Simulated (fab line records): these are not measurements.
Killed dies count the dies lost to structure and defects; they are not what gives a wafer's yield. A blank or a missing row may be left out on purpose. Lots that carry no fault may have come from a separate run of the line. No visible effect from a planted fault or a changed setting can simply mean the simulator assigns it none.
Which tool was responsible?	flow n5Finfet	24 lots, 72 wafers sampled, at 3 steps of a route of 1938

WHAT THE GAUGES READ, wafer by wafer
N5_BEOL_M2_CD_MEAS_35: target cd 18 nm, target cd y 22.2 nm. Usual: cdNm 18.2 nm, standard deviation 0.32.
lot	measured	on	cdNm (nm)	flag
L075	day 7 09:36	cdSem-03	17.9 18.0 18.1	
L076	day 7 09:58	cdSem-01	18.4 18.6 18.2	
L074	day 7 14:56	cdSem-03	18.0 18.1 18.1	
L077	day 7 20:55	cdSem-02	18.0 18.1 18.6	
L078	day 8 07:51	cdSem-02	18.3 18.5 18.6	
L079	day 8 11:52	cdSem-02	18.3 18.5 18.1	
L080	day 8 17:08	cdSem-03	18.5 18.1 18.6	
L083	day 9 01:52	cdSem-01	18.1 18.2 18.0	
L081	day 9 07:23	cdSem-02	18.0 17.8 18.2	
L082	day 9 18:52	cdSem-03	18.1 18.1 18.5	
L084	day 9 19:14	cdSem-01	18.4 18.3 18.4	
L085	day 10 00:32	cdSem-01	18.1 18.6 18.0	
L086	day 10 04:47	cdSem-01	18.0 18.0 18.3	
L088	day 10 08:50	cdSem-01	18.2 18.5 18.1	
L089	day 11 00:26	cdSem-02	18.2 18.3 18.0	
L087	day 11 02:58	cdSem-02	18.0 18.2 18.1	
L090	day 11 07:44	cdSem-01	18.2 18.2 17.6	
L092	day 11 15:56	cdSem-01	17.8 18.1 18.5	
L091	day 11 22:41	cdSem-01	18.9 18.5 18.2	
L093	day 11 22:59	cdSem-02	18.3 18.0 17.6	
L095	day 12 04:32	cdSem-02	18.0 18.9 18.3	
L094	day 12 08:25	cdSem-02	18.1 18.3 17.8	
L096	day 12 17:31	cdSem-02	17.3 17.3 17.7	
L097	day 12 20:26	cdSem-03	18.0 18.1 18.0	

WHICH TOOL RAN EACH LOT (tool, then ch and the chambers of the sampled wafers, then the start)
lot	N5_BEOL_M2_STRIP_36	N5_BEOL_M2_TRENCH_ETCH_37
L075	rieDiel-01 ch 0,1,3, day 7 09:15	rieDiel-01 ch 0,1,3, day 7 09:36 or earlier
L076	rieDiel-01 ch 0,2,3, day 7 09:37	rieDiel-01 ch 0,2,3, day 7 09:58 or earlier
L074	rieDiel-06 ch 0,1, day 7 14:35	rieDiel-06 ch 0,1, day 7 14:56 or earlier
L077	rieDiel-03 ch 0,3, day 7 20:34	rieDiel-03 ch 0,3, day 7 20:55 or earlier
L078	rieDiel-01 ch 1,3, day 8 07:29	rieDiel-01 ch 1,3, day 8 07:51 or earlier
L079	rieDiel-01 ch 1,2,3, day 8 11:31	rieDiel-01 ch 1,2,3, day 8 11:52 or earlier
L080	rieDiel-03 ch 0,2,3, day 8 16:42	rieDiel-03 ch 0,2,3, day 8 17:08 or earlier
L083	rieDiel-01 ch 1,2, day 9 01:31	rieDiel-01 ch 1,2, day 9 01:52 or earlier
L081	rieDiel-01 ch 1,2, day 9 07:02	rieDiel-01 ch 1,2, day 9 07:23 or earlier
L082	rieDiel-01 ch 1,2,3, day 9 18:31	rieDiel-01 ch 1,2,3, day 9 18:52 or earlier
L084	rieDiel-01 ch 1,2, day 9 18:53	rieDiel-01 ch 1,2, day 9 19:14 or earlier
L085	rieDiel-01 ch 0,1,3, day 10 00:11	rieDiel-01 ch 0,1,3, day 10 00:32 or earlier
L086	rieDiel-06 ch 0,1,3, day 10 04:26	rieDiel-06 ch 0,1,3, day 10 04:47 or earlier
L088	rieDiel-01 ch 1,2, day 10 08:28	rieDiel-01 ch 1,2, day 10 08:50 or earlier
L089	rieDiel-03 ch 0,1, day 11 00:04	rieDiel-03 ch 0,1, day 11 00:26 or earlier
L087	rieDiel-01 ch 0,2,3, day 11 02:37	rieDiel-01 ch 0,2,3, day 11 02:58 or earlier
L090	rieDiel-03 ch 1,2,3, day 11 07:22	rieDiel-03 ch 1,2,3, day 11 07:44 or earlier
L092	rieDiel-01 ch 2,3, day 11 15:35	rieDiel-01 ch 2,3, day 11 15:56 or earlier
L091	rieDiel-03 ch 0,1,2, day 11 22:19	rieDiel-03 ch 0,1,2, day 11 22:41 or earlier
L093	rieDiel-01 ch 1,2,3, day 11 22:33	rieDiel-01 ch 1,2,3, day 11 22:59 or earlier
L095	rieDiel-03 ch 0,1, day 12 04:11	rieDiel-03 ch 0,1, day 12 04:32 or earlier
L094	rieDiel-01 ch 0,1,3, day 12 08:04	rieDiel-01 ch 0,1,3, day 12 08:25 or earlier
L096	rieDiel-06 ch 0,2,3, day 12 17:10	rieDiel-06 ch 0,2,3, day 12 17:31 or earlier
L097	rieDiel-06 ch 0,2,3, day 12 20:05	rieDiel-06 ch 0,2,3, day 12 20:26 or earlier
- N5_BEOL_M2_STRIP_36: strips in N2/H2.
- N5_BEOL_M2_TRENCH_ETCH_37: etches SiOC in C4F6/O2, target depth 55.555 nm, time 29.2 s.

AS READ BY THE TOOLS THEMSELVES (means over the sampled wafers that have a number; for cases with no such wafer, the mark the record gives instead)
N5_BEOL_M2_STRIP_36. Usual: biasPowerW 7.000 W (standard deviation 0.022); drypumpMotorCurrentA 5.6 A (standard deviation 0.36); oesProductAu 0.76 a.u. (standard deviation 0.089); rfVppV 59.0 V (standard deviation 1.4); showerheadPlenumPTorr 2.52 Torr (standard deviation 0.093); tempC 40.01 C (standard deviation 0.1); throttleValvePct 23.75 % (standard deviation 0.29).
lot	tool	biasPowerW (W)	drypumpMotorCurrentA (A)	oesProductAu (a.u.)	rfVppV (V)	showerheadPlenumPTorr (Torr)	tempC (C)	throttleValvePct (%)	flag
L075	rieDiel-01	6.997	5.4	0.73	57.9	2.52	40.03	23.89	
L076	rieDiel-01	7.009	5.6	0.72	59.5	2.56	40.08	23.70	
L074	rieDiel-06	6.989	5.8	0.90	59.8	2.48	40.03	23.39	
L077	rieDiel-03	7.015	6.2	0.80	58.4	2.59	40.00	23.25	
L078	rieDiel-01	7.002	5.5	0.72	58.8	2.48	40.12	23.79	
L079	rieDiel-01	7.002	5.5	0.71	58.9	2.48	40.01	23.81	
L080	rieDiel-03	6.985	5.9	0.83	59.8	2.59	40.12	23.46	
L083	rieDiel-01	6.988	5.7	0.69	58.6	2.48	39.95	23.85	
L081	rieDiel-01	6.964	5.6	0.70	59.1	2.48	39.98	23.89	
L082	rieDiel-01	7.014	5.5	0.70	58.7	2.47	40.03	23.86	
L084	rieDiel-01	7.014	5.7	0.68	59.6	2.48	39.99	23.87	
L085	rieDiel-01	7.000	5.4	0.72	58.6	2.51	39.96	23.90	
L086	rieDiel-06	7.009	5.8	0.84	58.8	2.47	39.96	23.64	
L088	rieDiel-01	6.978	5.7	0.69	57.8	2.48	40.09	23.88	
L089	rieDiel-03	7.016	5.6	0.89	59.3	2.55	40.07	23.87	
L087	rieDiel-01	6.992	5.6	0.71	58.1	2.55	40.06	23.75	
L090	rieDiel-03	7.000	6.0	0.89	59.9	2.65	40.02	23.61	
L092	rieDiel-01	6.999	5.7	0.68	59.5	2.51	39.97	23.71	
L091	rieDiel-03	7.009	5.6	0.86	59.9	2.57	39.92	23.77	
L093	rieDiel-01	6.995	5.5	0.69	58.4	2.47	39.97	23.86	
L095	rieDiel-03	6.987	5.5	0.78	58.6	2.47	40.03	23.76	
L094	rieDiel-01	6.995	5.4	0.70	58.3	2.50	40.01	23.92	
L096	rieDiel-06	6.983	5.8	0.84	58.2	2.49	39.95	23.73	
L097	rieDiel-06	6.985	5.8	0.82	59.0	2.49	40.06	23.73	

N5_BEOL_M2_TRENCH_ETCH_37. Usual: drypumpMotorCurrentA 5.6 A, standard deviation 0.35; oesProductAu 0.76 a.u., standard deviation 0.088; rfVppV 666 V, standard deviation 9.2; showerheadPlenumPTorr 2.83 Torr, standard deviation 0.1; throttleValvePct 20.95 %, standard deviation 0.25.
lot	tool	drypumpMotorCurrentA (A)	oesProductAu (a.u.)	rfVppV (V)	showerheadPlenumPTorr (Torr)	throttleValvePct (%)	flag
L075	rieDiel-01	5.4	0.73	668	2.83	21.01	
L076	rieDiel-01	5.6	0.72	665	2.87	20.88	
L074	rieDiel-06	5.8	0.91	662	2.76	20.48	
L077	rieDiel-03	6.2	0.80	677	2.91	20.74	
L078	rieDiel-01	5.4	0.72	666	2.78	21.01	
L079	rieDiel-01	5.5	0.71	660	2.78	21.06	
L080	rieDiel-03	5.9	0.82	675	2.92	20.84	
L083	rieDiel-01	5.6	0.69	655	2.78	21.12	
L081	rieDiel-01	5.6	0.69	655	2.78	21.14	
L082	rieDiel-01	5.5	0.70	661	2.78	21.08	
L084	rieDiel-01	5.6	0.69	654	2.78	21.13	
L085	rieDiel-01	5.4	0.71	668	2.82	21.04	
L086	rieDiel-06	5.8	0.85	665	2.76	20.78	
L088	rieDiel-01	5.6	0.69	653	2.78	21.14	
L089	rieDiel-03	5.6	0.89	664	2.86	20.95	
L087	rieDiel-01	5.6	0.71	664	2.85	20.94	
L090	rieDiel-03	6.0	0.89	672	2.98	20.90	
L092	rieDiel-01	5.7	0.68	657	2.81	20.97	
L091	rieDiel-03	5.5	0.85	669	2.89	20.98	
L093	rieDiel-01	5.5	0.69	659	2.77	21.10	
L095	rieDiel-03	5.5	0.78	667	2.79	20.95	
L094	rieDiel-01	5.4	0.70	667	2.81	21.07	
L096	rieDiel-06	5.8	0.82	673	2.80	20.88	
L097	rieDiel-06	5.8	0.82	673	2.80	20.89	

THE ANSWER, worked out from the rows above alone
Rule: lot off if the mean of its wafers having a number is beyond 3 standard deviations from the usual mean. A lot without any number at a reading at which 4 lots or more have one is off too. Where the step has rows for the other lots, those lots are counted as sound. After the gauges, taken in route order, come the tools' own readings; for these a lot's mean is taken, as printed above. At the first step where some lot is off, the reading lying furthest off is the one used; lots without a number count as furthest.
Across all readings shown, no lot is off: no conclusion can be drawn from this.

WHAT HAD BEEN PUT IN BY THE SIMULATOR
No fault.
